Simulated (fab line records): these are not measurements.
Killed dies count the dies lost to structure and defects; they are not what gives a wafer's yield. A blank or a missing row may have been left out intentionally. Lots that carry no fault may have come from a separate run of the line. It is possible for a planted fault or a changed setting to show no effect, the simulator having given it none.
fab line records + flow nand-harc + part 2 of 2: steps 36 to 46 of 46
[record]
- lots = 5
- wafers = 15
- last-day = 23
route steps=1159 shown P_BONDPAD@386 A_START@389 A_ZERO_WELL@390 A_SOURCE_PLATE@413 A_ONON_D1@424
lots that met no fault: from a run of the same line without faults
start-h: start of the lot's first displayed wafer, in hours after the record's first day + wait-h: how many hours have passed since the lot's step before this one + " the same as in the row above + L1.1+2: one row covering several wafers at once + - value missing, or start not given + * or withheld: withheld + < > ~ a bound
route shown NAME@n: names a module that has steps shown in the file, with the first one's number in the route + usual: mean and standard deviation over wafers with no fault + same: alike in all rows + chamber/n: place in a boat + sites: the reading at each site + _std_site: their standard deviation + _edge_site: inner sites' mean taken away from outer sites' mean + radius-mm: for every site, how far away it sits from the centre of the wafer + mask NAME#n: copy n + behind: the tool/chamber that last shaped the wafer + hold: the reason the lot was held/the length of the hold in hours/how it ended + device: transistor that didn't switch, given as n, p or np + end of line: the tests these same wafers got at the end of their route + a step with no rows: only its recipe + killed: at the first sort, the dies lost to defects and structure; wafer yield is something else + map: shows each die of a wafer: x if killed, . if not, _ if none is there
set.NAME: the setting the step ran with; set.NAME@STEP: the setting that earlier step ran with + model.NAME: the simulator's own value behind a step, which no gauge read
certain route steps with their lots: each step a table, each wafer a row
services: the hour from which a tool's chamber was out of use, counted from the record's first day as start-h (under 0 if before that day), plus the number of hours and why
[[steps]]
[step NHARC_A_ONON_D1_DEP_00]
[recipe]
- target-thk-a = 10000
- n2-flow-sccm = 2750
- n2o-flow-sccm = 2000
- nh3-flow-sccm = 500
- sih4-flow-sccm = 210
- temp-c = 400
[usual]
- n2o-flow-sccm = 2001/6.5
| lot.wafer | tool          | chamber | start-h | wait-h | n2o-flow-sccm |
|-----------|---------------|---------|---------|--------|---------------|
| L076.1    | pecvd-onon-01 | 0       | 178.23  | 0.1    | 1990          |
| L076.4    | "             | 0       | "       | "      | 1992          |
| L076.6    | "             | 0       | "       | "      | 1995          |
| L078.1    | pecvd-onon-02 | 0       | 188.48  | 0.1    | 2005          |
| L078.3    | "             | 0       | "       | "      | 2015          |
| L078.4    | "             | 0       | "       | "      | 2004          |
| L085.1    | pecvd-onon-01 | 0       | 219.76  | 0.4    | 2009          |
| L085.2    | "             | 0       | "       | "      | 1999          |
| L085.5    | "             | 0       | "       | "      | 2005          |
| L086.1    | pecvd-onon-03 | 0       | 236.26  | 0.1    | 2002          |
| L086.3    | "             | 0       | "       | "      | 2007          |
| L086.6    | "             | 0       | "       | "      | 2002          |
| L092.2    | pecvd-onon-03 | 0       | 265.36  | 0.1    | 2004          |
| L092.5    | "             | 0       | "       | "      | 2015          |
| L092.6    | "             | 0       | "       | "      | 2002          |
[step NHARC_A_ONON_D1_THK_MEAS_02]
[recipe]
- thk-meas-gauge = ellipsometry
[usual]
- thk-nm = 1002/9.2
| lot.wafer | tool          | chamber | start-h | wait-h | thk-nm |
|-----------|---------------|---------|---------|--------|--------|
| L076.1    | film-metro-01 | -       | 178.75  | -      | 1008   |
| L076.4    | "             | -       | "       | "      | 1009   |
| L076.6    | "             | -       | "       | "      | 1009   |
| L078.1    | film-metro-01 | -       | 189.00  | -      | 1000   |
| L078.3    | "             | -       | "       | "      | 1001   |
| L078.4    | "             | -       | "       | "      | 1001   |
| L085.1    | film-metro-01 | -       | 220.26  | -      | 999    |
| L085.2    | "             | -       | "       | "      | 996    |
| L085.5    | "             | -       | "       | "      | 998    |
| L086.1    | film-metro-02 | -       | 236.77  | -      | 1012   |
| L086.3    | "             | -       | "       | "      | 1011   |
| L086.6    | "             | -       | "       | "      | 1012   |
| L092.2    | film-metro-02 | -       | 265.81  | -      | 1001   |
| L092.5    | "             | -       | "       | "      | 1002   |
| L092.6    | "             | -       | "       | "      | 1003   |
[step NHARC_A_ONON_D1_DEP_03]
[recipe]
- target-thk-a = 10000
- n2-flow-sccm = 2750
- n2o-flow-sccm = 2000
- nh3-flow-sccm = 500
- sih4-flow-sccm = 210
- temp-c = 400
[usual]
- n2o-flow-sccm = 1999/5.7
| lot.wafer | tool          | chamber | start-h | wait-h | n2o-flow-sccm |
|-----------|---------------|---------|---------|--------|---------------|
| L076.1    | pecvd-onon-02 | 0       | 178.81  | 0.1    | 1997          |
| L076.4    | "             | 0       | "       | "      | 1991          |
| L076.6    | "             | 0       | "       | "      | 2003          |
| L078.1    | pecvd-onon-02 | 0       | 189.19  | 0.2    | 1996          |
| L078.3    | "             | 0       | "       | "      | 2003          |
| L078.4    | "             | 0       | "       | "      | 1998          |
| L085.1    | pecvd-onon-02 | 0       | 220.32  | 0.1    | 1996          |
| L085.2    | "             | 0       | "       | "      | 2001          |
| L085.5    | "             | 0       | "       | "      | 2000          |
| L086.1    | pecvd-onon-02 | 0       | 236.83  | 0.1    | 2004          |
| L086.3    | "             | 0       | "       | "      | 2011          |
| L086.6    | "             | 0       | "       | "      | 2006          |
| L092.2    | pecvd-onon-01 | 0       | 265.92  | 0.1    | 2002          |
| L092.5    | "             | 0       | "       | "      | 2015          |
| L092.6    | "             | 0       | "       | "      | 2009          |
[step NHARC_A_ONON_D1_THK_MEAS_05]
[recipe]
- thk-meas-gauge = ellipsometry
[usual]
- thk-nm = 1000/8.7
| lot.wafer | tool          | chamber | start-h | wait-h | thk-nm |
|-----------|---------------|---------|---------|--------|--------|
| L076.1    | film-metro-02 | -       | 179.32  | -      | 1009   |
| L076.4    | "             | -       | "       | "      | 1010   |
| L076.6    | "             | -       | "       | "      | 1009   |
| L078.1    | film-metro-01 | -       | 189.70  | -      | 1005   |
| L078.3    | "             | -       | "       | "      | 1006   |
| L078.4    | "             | -       | "       | "      | 1005   |
| L085.1    | film-metro-01 | -       | 220.85  | -      | 997    |
| L085.2    | "             | -       | "       | "      | 995    |
| L085.5    | "             | -       | "       | "      | 993    |
| L086.1    | film-metro-02 | -       | 237.34  | -      | 1006   |
| L086.3    | "             | -       | "       | "      | 1007   |
| L086.6    | "             | -       | "       | "      | 1006   |
| L092.2    | film-metro-02 | -       | 266.37  | -      | 1010   |
| L092.5    | "             | -       | "       | "      | 1006   |
| L092.6    | "             | -       | "       | "      | 1007   |
[step NHARC_A_ONON_D1_DEP_06]
[recipe]
- target-thk-a = 10000
- n2-flow-sccm = 2750
- n2o-flow-sccm = 2000
- nh3-flow-sccm = 500
- sih4-flow-sccm = 210
- temp-c = 400
[usual]
- n2o-flow-sccm = 2000/5.5
| lot.wafer | tool          | chamber | start-h | wait-h | n2o-flow-sccm |
|-----------|---------------|---------|---------|--------|---------------|
| L076.1    | pecvd-onon-02 | 0       | 179.37  | 0.1    | 1997          |
| L076.4    | "             | 0       | "       | "      | 2003          |
| L076.6    | "             | 0       | "       | "      | 1996          |
| L078.1    | pecvd-onon-02 | 0       | 189.89  | 0.2    | 2000          |
| L078.3    | "             | 0       | "       | "      | 1999          |
| L078.4    | "             | 0       | "       | "      | 1996          |
| L085.1    | pecvd-onon-03 | 0       | 220.91  | 0.1    | 2004          |
| L085.2    | "             | 0       | "       | "      | 2006          |
| L085.5    | "             | 0       | "       | "      | 2008          |
| L086.1    | pecvd-onon-01 | 0       | 237.39  | 0.1    | 1989          |
| L086.3    | "             | 0       | "       | "      | 2003          |
| L086.6    | "             | 0       | "       | "      | 1987          |
| L092.2    | pecvd-onon-02 | 0       | 266.49  | 0.1    | 2005          |
| L092.5    | "             | 0       | "       | "      | 2003          |
| L092.6    | "             | 0       | "       | "      | 2010          |
[step NHARC_A_ONON_D1_THK_MEAS_08]
[recipe]
- thk-meas-gauge = ellipsometry
[usual]
- thk-nm = 1001/9.1
| lot.wafer | tool          | chamber | start-h | wait-h | thk-nm |
|-----------|---------------|---------|---------|--------|--------|
| L076.1    | film-metro-01 | -       | 179.89  | -      | 1012   |
| L076.4    | "             | -       | "       | "      | 1012   |
| L076.6    | "             | -       | "       | "      | 1011   |
| L078.1    | film-metro-02 | -       | 190.40  | -      | 990    |
| L078.3    | "             | -       | "       | "      | 990    |
| L078.4    | "             | -       | "       | "      | 990    |
| L085.1    | film-metro-01 | -       | 221.42  | -      | 990    |
| L085.2    | "             | -       | "       | "      | 990    |
| L085.5    | "             | -       | "       | "      | 991    |
| L086.1    | film-metro-01 | -       | 237.90  | -      | 1010   |
| L086.3    | "             | -       | "       | "      | 1009   |
| L086.6    | "             | -       | "       | "      | 1010   |
| L092.2    | film-metro-02 | -       | 266.94  | -      | 1008   |
| L092.5    | "             | -       | "       | "      | 1005   |
| L092.6    | "             | -       | "       | "      | 1008   |
[step NHARC_A_ONON_D1_DEP_09]
[recipe]
- target-thk-a = 10000
- n2-flow-sccm = 2750
- n2o-flow-sccm = 2000
- nh3-flow-sccm = 500
- sih4-flow-sccm = 210
- temp-c = 400
[usual]
- n2o-flow-sccm = 1999/5.5
| lot.wafer | tool          | chamber | start-h | wait-h | n2o-flow-sccm |
|-----------|---------------|---------|---------|--------|---------------|
| L076.1    | pecvd-onon-02 | 0       | 179.95  | 0.1    | 1998          |
| L076.4    | "             | 0       | "       | "      | 2005          |
| L076.6    | "             | 0       | "       | "      | 1988          |
| L078.1    | pecvd-onon-02 | 0       | 190.59  | 0.2    | 1998          |
| L078.3    | "             | 0       | "       | "      | 1997          |
| L078.4    | "             | 0       | "       | "      | 1993          |
| L085.1    | pecvd-onon-01 | 0       | 221.47  | 0.1    | 2001          |
| L085.2    | "             | 0       | "       | "      | 1994          |
| L085.5    | "             | 0       | "       | "      | 1998          |
| L086.1    | pecvd-onon-03 | 0       | 237.96  | 0.1    | 2000          |
| L086.3    | "             | 0       | "       | "      | 2007          |
| L086.6    | "             | 0       | "       | "      | 2000          |
| L092.2    | pecvd-onon-03 | 0       | 267.11  | 0.2    | 2004          |
| L092.5    | "             | 0       | "       | "      | 1993          |
| L092.6    | "             | 0       | "       | "      | 1999          |
[step NHARC_A_ONON_D1_THK_MEAS_11]
[recipe]
- thk-meas-gauge = ellipsometry
[usual]
- thk-nm = 1001/11
| lot.wafer | tool          | chamber | start-h | wait-h | thk-nm |
|-----------|---------------|---------|---------|--------|--------|
| L076.1    | film-metro-01 | -       | 180.46  | -      | 1006   |
| L076.4    | "             | -       | "       | "      | 1010   |
| L076.6    | "             | -       | "       | "      | 1008   |
| L078.1    | film-metro-02 | -       | 191.11  | -      | 978    |
| L078.3    | "             | -       | "       | "      | 975    |
| L078.4    | "             | -       | "       | "      | 977    |
| L085.1    | film-metro-02 | -       | 221.99  | -      | 984    |
| L085.2    | "             | -       | "       | "      | 985    |
| L085.5    | "             | -       | "       | "      | 985    |
| L086.1    | film-metro-02 | -       | 238.49  | -      | 1009   |
| L086.3    | "             | -       | "       | "      | 1009   |
| L086.6    | "             | -       | "       | "      | 1010   |
| L092.2    | film-metro-02 | -       | 267.56  | -      | 1000   |
| L092.5    | "             | -       | "       | "      | 1002   |
| L092.6    | "             | -       | "       | "      | 998    |
[step NHARC_A_ONON_D1_DEP_12]
[recipe]
- target-thk-a = 10000
- n2-flow-sccm = 2750
- n2o-flow-sccm = 2000
- nh3-flow-sccm = 500
- sih4-flow-sccm = 210
- temp-c = 400
[usual]
- n2o-flow-sccm = 2000/5.5
| lot.wafer | tool          | chamber | start-h | wait-h | n2o-flow-sccm |
|-----------|---------------|---------|---------|--------|---------------|
| L076.1    | pecvd-onon-02 | 0       | 180.51  | 0.1    | 2004          |
| L076.4    | "             | 0       | "       | "      | 2000          |
| L076.6    | "             | 0       | "       | "      | 1996          |
| L078.1    | pecvd-onon-03 | 0       | 191.16  | 0.1    | 1999          |
| L078.3    | "             | 0       | "       | "      | 1999          |
| L078.4    | "             | 0       | "       | "      | 1996          |
| L085.1    | pecvd-onon-02 | 0       | 222.04  | 0.1    | 1994          |
| L085.2    | "             | 0       | "       | "      | 2004          |
| L085.5    | "             | 0       | "       | "      | 1992          |
| L086.1    | pecvd-onon-02 | 0       | 238.54  | 0.1    | 2000          |
| L086.3    | "             | 0       | "       | "      | 2000          |
| L086.6    | "             | 0       | "       | "      | 1998          |
| L092.2    | pecvd-onon-01 | 0       | 267.68  | 0.1    | 2005          |
| L092.5    | "             | 0       | "       | "      | 1997          |
| L092.6    | "             | 0       | "       | "      | 1993          |
[step NHARC_A_ONON_D1_THK_MEAS_14]
[recipe]
- thk-meas-gauge = ellipsometry
[usual]
- thk-nm = 997/11
| lot.wafer | tool          | chamber | start-h | wait-h | thk-nm |
|-----------|---------------|---------|---------|--------|--------|
| L076.1    | film-metro-02 | -       | 181.04  | -      | 988    |
| L076.4    | "             | -       | "       | "      | 988    |
| L076.6    | "             | -       | "       | "      | 986    |
| L078.1    | film-metro-01 | -       | 191.67  | -      | 1011   |
| L078.3    | "             | -       | "       | "      | 1011   |
| L078.4    | "             | -       | "       | "      | 1011   |
| L085.1    | film-metro-02 | -       | 222.55  | -      | 987    |
| L085.2    | "             | -       | "       | "      | 986    |
| L085.5    | "             | -       | "       | "      | 985    |
| L086.1    | film-metro-02 | -       | 239.06  | -      | 994    |
| L086.3    | "             | -       | "       | "      | 994    |
| L086.6    | "             | -       | "       | "      | 997    |
| L092.2    | film-metro-02 | -       | 268.13  | -      | 987    |
| L092.5    | "             | -       | "       | "      | 989    |
| L092.6    | "             | -       | "       | "      | 988    |
[step NHARC_A_ONON_D1_ANNEAL_15]
[recipe]
- temp-c = 750
- time-s = 3600
| lot.wafer  | tool       | chamber | start-h | wait-h |
|------------|------------|---------|---------|--------|
| L076.1+4+6 | furnace-08 | 0       | 183.72  | 2.7    |
| L078.1+3+4 | furnace-08 | 0       | 194.37  | 2.7    |
| L085.1+2+5 | furnace-08 | 0       | 226.36  | 3.8    |
| L086.1+3+6 | furnace-04 | 0       | 242.70  | 3.6    |
| L092.2+5+6 | furnace-07 | 0       | 274.60  | 6.5    |
[[services]]
| tool           | chamber | start-h | hours | kind   |
|----------------|---------|---------|-------|--------|
| rie-diel-10    | 2       | 134.76  | 5.2   | repair |
| implanter-02   | -       | 145.37  | 5.8   | repair |
| wet-bench-03   | -       | 146.40  | 8.0   | pm     |
| pecvd-onon-03  | -       | 153.00  | 13.0  | pm     |
| krf-scanner-03 | -       | 156.61  | 1.5   | repair |
| krf-scanner-03 | -       | 168.00  | 4.0   | pm     |
| rie-si-06      | 3       | 172.61  | 9.6   | repair |
| rie-diel-07    | 3       | 176.04  | 5.4   | repair |
| wet-bench-02   | -       | 180.00  | 8.0   | pm     |
| rie-si-06      | -       | 183.00  | 9.0   | pm     |
| pecvd-onon-01  | -       | 187.16  | 3.8   | repair |
| litho-track-07 | -       | 189.00  | 7.0   | pm     |
| pecvd-onon-01  | -       | 195.00  | 13.0  | pm     |
| wet-bench-02   | -       | 197.02  | 4.2   | repair |
| krf-scanner-03 | -       | 200.03  | 2.9   | repair |
| litho-track-03 | -       | 213.00  | 7.0   | pm     |
| rie-diel-08    | 0       | 215.45  | 2.0   | repair |
| rie-diel-08    | 1       | 224.33  | 3.2   | repair |
| rie-diel-07    | -       | 228.20  | 9.0   | pm     |
| wet-bench-08   | -       | 230.40  | 8.0   | pm     |
| litho-track-05 | -       | 237.00  | 7.0   | pm     |
| furnace-08     | -       | 251.11  | 145.5 | repair |
| rie-diel-07    | 1       | 265.07  | 20.2  | repair |
| krf-scanner-03 | -       | 270.85  | 0.5   | repair |
